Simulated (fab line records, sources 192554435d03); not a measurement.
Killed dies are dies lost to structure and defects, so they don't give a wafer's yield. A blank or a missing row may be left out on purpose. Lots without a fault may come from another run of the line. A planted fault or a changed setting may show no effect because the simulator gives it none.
Chamber matching | flow n5_finfet | N5_BEOL_M1_ILD_DEP_00 on pecvd-01: 3 sister chambers
The step deposits SiOC from DEMS/O2, target thk 79 nm, time 15.3 s. 3 wafers are shown with their chamber, then 11 later ones without.

WAFERS WITH THEIR CHAMBER
wafer  | chamber | throttle_valve_pct (%)
L091.4 | 2       | 10.8
L091.5 | 1       | 11.9
L092.1 | 0       | 12.7

WAFERS WITHOUT THEIR CHAMBER
wafer  | throttle_valve_pct (%)
L092.2 | 10.6
L092.3 | 11.6
L093.3 | 12.7
L093.5 | 12.8
L093.6 | 10.7
L094.1 | 11.6
L094.4 | 12.6
L094.5 | 12.7
L097.2 | 11.7
L097.4 | 10.6
L097.5 | 12.6

WHICH CHAMBER EACH WENT THROUGH
wafer  | from the rows above | in truth
L092.2 | 2                   | 2
L092.3 | 1                   | 1
L093.3 | 0                   | 0
L093.5 | 0                   | 0
L093.6 | 2                   | 2
L094.1 | 1                   | 1
L094.4 | 0                   | 0
L094.5 | 0                   | 0
L097.2 | 1                   | 1
L097.4 | 2                   | 2
L097.5 | 0                   | 0
Placed correctly: 11 of 11. Can't be placed from these rows: 0. Placed wrongly: 0.
How it was worked out, from the rows above alone: a wafer's distance from a chamber is the root of the sum, over the readings, of the square of ((its reading less the chamber's mean) divided by the reading's scatter). The wafer belongs to the nearest chamber; if the next one is less than 2 further off, it can't be placed. A chamber's mean is the mean of its shown wafers. The scatter: with one shown wafer a chamber, the root of the mean of the squares of how far each hidden wafer lies from its nearest shown one.
